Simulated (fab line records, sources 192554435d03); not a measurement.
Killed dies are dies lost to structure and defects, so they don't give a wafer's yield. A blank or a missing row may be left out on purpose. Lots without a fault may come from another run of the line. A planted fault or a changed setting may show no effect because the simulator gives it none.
Chamber matching | flow n5_finfet | N5_MOL_CONTACT_COAG_CONTACT_ETCH_14 on rie_diel-02: 4 sister chambers
The step etches SiO2 in C4F6/O2, target depth 27.5 nm, overetch 8.5 nm, time 20 s. 4 wafers are shown with their chamber, then 8 later ones without.

WAFERS WITH THEIR CHAMBER
wafer  | chamber | showerhead_plenum_p_Torr (Torr)
L081.4 | 3       | 2.86
L087.4 | 2       | 2.84
L087.6 | 1       | 3.02
L088.1 | 0       | 3.01

WAFERS WITHOUT THEIR CHAMBER
wafer  | showerhead_plenum_p_Torr (Torr)
L088.2 | 2.86
L088.4 | 2.86
L092.4 | 2.85
L092.5 | 3.01
L092.6 | 3.02
L094.2 | 2.84
L094.5 | 2.84
L094.6 | 3.02

WHICH CHAMBER EACH WENT THROUGH
wafer  | from the rows above     | in truth
L088.2 | 3                       | 3
L088.4 | 3                       | 3
L092.4 | can't be placed: 3 or 2 | 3
L092.5 | 0                       | 0
L092.6 | 1                       | 1
L094.2 | 2                       | 2
L094.5 | 2                       | 2
L094.6 | 1                       | 1
Placed correctly: 7 of 8. Can't be placed from these rows: 1 (the true chamber is among the candidates in 1). Placed wrongly: 0.
How it was worked out, from the rows above alone: a wafer's distance from a chamber is the root of the sum, over the readings, of the square of ((its reading less the chamber's mean) divided by the reading's scatter). The wafer belongs to the nearest chamber; if the next one is less than 2 further off, it can't be placed. A chamber's mean is the mean of its shown wafers. The scatter: with one shown wafer a chamber, the root of the mean of the squares of how far each hidden wafer lies from its nearest shown one.
